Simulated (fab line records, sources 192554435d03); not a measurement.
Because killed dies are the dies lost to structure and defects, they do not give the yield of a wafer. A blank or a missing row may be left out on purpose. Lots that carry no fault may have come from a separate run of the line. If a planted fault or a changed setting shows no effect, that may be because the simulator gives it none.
Matching of chambers :: flow n5_finfet :: rie_diel-04 running N5_BEOL_M2_VIA_ETCH_34: 4 sister chambers
The step etches the open film in C4F6/O2, target depth 69.4 nm, time 65.9 s. 8 wafers are shown with their chamber, then 11 later ones without.

== WAFERS WITH THEIR CHAMBER ==
wafer: L076.6
chamber: 3
rf_vpp_V (V): 631
drypump_motor_current_A (A): 6.6

wafer: L088.5
chamber: 0
rf_vpp_V (V): 673
drypump_motor_current_A (A): 5.8

wafer: L088.6
chamber: 3
rf_vpp_V (V): 631
drypump_motor_current_A (A): 6.5

wafer: L087.3
chamber: 2
rf_vpp_V (V): 688
drypump_motor_current_A (A): 4.9

wafer: L091.1
chamber: 2
rf_vpp_V (V): 689
drypump_motor_current_A (A): 4.9

wafer: L091.2
chamber: 1
rf_vpp_V (V): 692
drypump_motor_current_A (A): 6.3

wafer: L091.4
chamber: 0
rf_vpp_V (V): 672
drypump_motor_current_A (A): 5.8

wafer: L093.1
chamber: 1
rf_vpp_V (V): 694
drypump_motor_current_A (A): 6.4

== WAFERS MISSING THEIR CHAMBER ==
wafer: L093.5
rf_vpp_V (V): 689
drypump_motor_current_A (A): 4.9

wafer: L093.6
rf_vpp_V (V): 693
drypump_motor_current_A (A): 6.4

wafer: L094.2
rf_vpp_V (V): 673
drypump_motor_current_A (A): 5.7

wafer: L094.3
rf_vpp_V (V): 690
drypump_motor_current_A (A): 4.9

wafer: L094.4
rf_vpp_V (V): 689
drypump_motor_current_A (A): 4.9

wafer: L097.1
rf_vpp_V (V): 671
drypump_motor_current_A (A): 5.7

wafer: L097.2
rf_vpp_V (V): 693
drypump_motor_current_A (A): 6.4

wafer: L097.4
rf_vpp_V (V): 691
drypump_motor_current_A (A): 6.3

wafer: L096.2
rf_vpp_V (V): 673
drypump_motor_current_A (A): 5.7

wafer: L096.3
rf_vpp_V (V): 693
drypump_motor_current_A (A): 6.4

wafer: L096.4
rf_vpp_V (V): 670
drypump_motor_current_A (A): 5.7

== EACH ONE'S CHAMBER ==
wafer: L093.5
from the rows above: 2
in truth: 2

wafer: L093.6
from the rows above: 1
in truth: 1

wafer: L094.2
from the rows above: 0
in truth: 0

wafer: L094.3
from the rows above: 2
in truth: 2

wafer: L094.4
from the rows above: 2
in truth: 2

wafer: L097.1
from the rows above: 0
in truth: 0

wafer: L097.2
from the rows above: 1
in truth: 1

wafer: L097.4
from the rows above: 1
in truth: 1

wafer: L096.2
from the rows above: 0
in truth: 0

wafer: L096.3
from the rows above: 1
in truth: 1

wafer: L096.4
from the rows above: 0
in truth: 0
Correct placement for 11 of the 11. Left unplaced by these rows: 0. Number placed wrongly: 0.
How it was worked out, from the rows above alone: a wafer's distance from a chamber is the root of the sum, over the readings, of the square of ((its reading less the chamber's mean) divided by the reading's scatter). If the next closest chamber is less than 2 further off than the closest, the wafer can't be placed; otherwise it belongs to the closest. A chamber's mean is the mean of its shown wafers. The scatter: the root of (the sum of the squares of (reading less its chamber's mean) over the shown wafers, divided by (wafers less chambers)).
